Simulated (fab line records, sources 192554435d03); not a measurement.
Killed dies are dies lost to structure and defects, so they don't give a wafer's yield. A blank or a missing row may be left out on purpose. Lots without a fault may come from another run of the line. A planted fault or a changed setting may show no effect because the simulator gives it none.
Split-lot experiment | flow n5_finfet | 7 lots, 21 wafers read, on a route of 1938 steps

THE SPLIT
At N5_BEOL_M1_ILD_DEP_00 (deposits SiOC from DEMS/O2, target thk 79 nm, time 15.3 s), the setting time_s was moved away from the recipe's 15.3 s on 8 of the 21 wafers read, by -14.3% to +6.5%. The other wafers ran this setting at the recipe's value.

The file shows no step between the split and the reading.

THE READING
M1_ILD_THK, in nm, at N5_BEOL_M1_THK_MEAS_01. Fault-free wafers of this fab line usually give 78.9 nm, standard deviation 0.93 nm.

wafer  | tool, chamber at the split | time_s as run, s | against the recipe | M1_ILD_THK, nm | against lot-mates on the recipe
L075.2 | pecvd-04, 0                | 15.3             | recipe             | 78.2           | -
L075.3 | pecvd-04, 2                | 15.3             | recipe             | 80.0           | -
L075.4 | pecvd-04, 1                | 16.3             | +6.5%              | 83.6           | +4.5
L080.1 | pecvd-02, 0                | 15.3             | recipe             | 78.2           | -
L080.2 | pecvd-02, 2                | 16.24            | +6.1%              | 83.1           | +4.5
L080.6 | pecvd-02, 0                | 15.3             | recipe             | 78.9           | -
L084.1 | pecvd-02, 1                | 13.32            | -12.9%             | 68.2           | -9.3
L084.2 | pecvd-02, 2                | 15.3             | recipe             | 77.5           | -
L084.6 | pecvd-02, 1                | 13.32            | -12.9%             | 69.0           | -8.5
L085.1 | pecvd-02, 2                | 15.3             | recipe             | 77.4           | -
L085.3 | pecvd-02, 0                | 13.11            | -14.3%             | 66.2           | -11.2
L085.4 | pecvd-02, 2                | 13.11            | -14.3%             | 66.4           | -11.0
L088.1 | pecvd-04, 1                | 15.3             | recipe             | 77.8           | -
L088.2 | pecvd-04, 0                | 15.3             | recipe             | 79.0           | -
L088.3 | pecvd-04, 2                | 15.3             | recipe             | 79.5           | -
L091.2 | pecvd-01, 2                | 13.55            | -11.4%             | 70.0           | -10.6
L091.3 | pecvd-01, 0                | 13.55            | -11.4%             | 70.4           | -10.2
L091.4 | pecvd-01, 0                | 15.3             | recipe             | 80.6           | -
L092.2 | pecvd-02, 0                | 15.3             | recipe             | 77.4           | -
L092.4 | pecvd-02, 2                | 15.3             | recipe             | 78.7           | -
L092.6 | pecvd-02, 0                | 15.3             | recipe             | 80.0           | -

THE FIT
A straight line over all 21 wafers: M1_ILD_THK changes by +0.798 nm for each +1% of time_s; r = +0.98; the points scatter about the line by 0.96 nm.
The same after taking each lot's own level away (the mean of its wafers on the recipe; 21 wafers): +0.771 nm for each +1%; r = +0.99; scatter 0.88 nm.
On that fit, the largest move of time_s shifts the reading by 11 nm.
The lots' own levels span 77.40 to 80.60 nm, that is 3.4 times the standard deviation above.
So the lot-to-lot level changes the slope little: the two slopes agree.
Check: with one of the wafers moved furthest among these (-14.3%) left out of the fit, the line predicts -11.1 nm for it against its lot-mates. It came out at -11.2 nm against them.

OTHER SPLITS ON THESE WAFERS
These wafers also went through other splits before the reading. Each is held against what the fit with the lots' levels taken away leaves over:
other split on the same wafers              | wafers away from the commonest value | r with M1_ILD_THK (lot level and that fit taken away)
N5_BEOL_M0_SAQP_SPACER2_ALD_26 target_thk_a | 10                                   | -0.16
N5_BEOL_M0_ETCH_128 source_w                | 9                                    | +0.12

THE WHOLE CHAIN: every reading that the file lists as answering this split, in the file's order
step                   | what it does                                              | reading                                                                            | change (the file's fit)               | r (the file's)
N5_BEOL_M1_ILD_DEP_00  | deposits SiOC from DEMS/O2, target thk 79 nm, time 15.3 s | SiOC_of_BEOL_M1_ILD_DEP_00.thk_nm (the simulator's own value, which no gauge read) | +0.773 nm for each +1% of the setting | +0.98
N5_BEOL_M1_THK_MEAS_01 |                                                           | M1_ILD_THK                                                                         | +0.772 for each +1% of the setting    | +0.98

THE FILE'S OWN FIT
M1_ILD_THK changes by +0.772 nm for each +1% of time_s, r = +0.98.
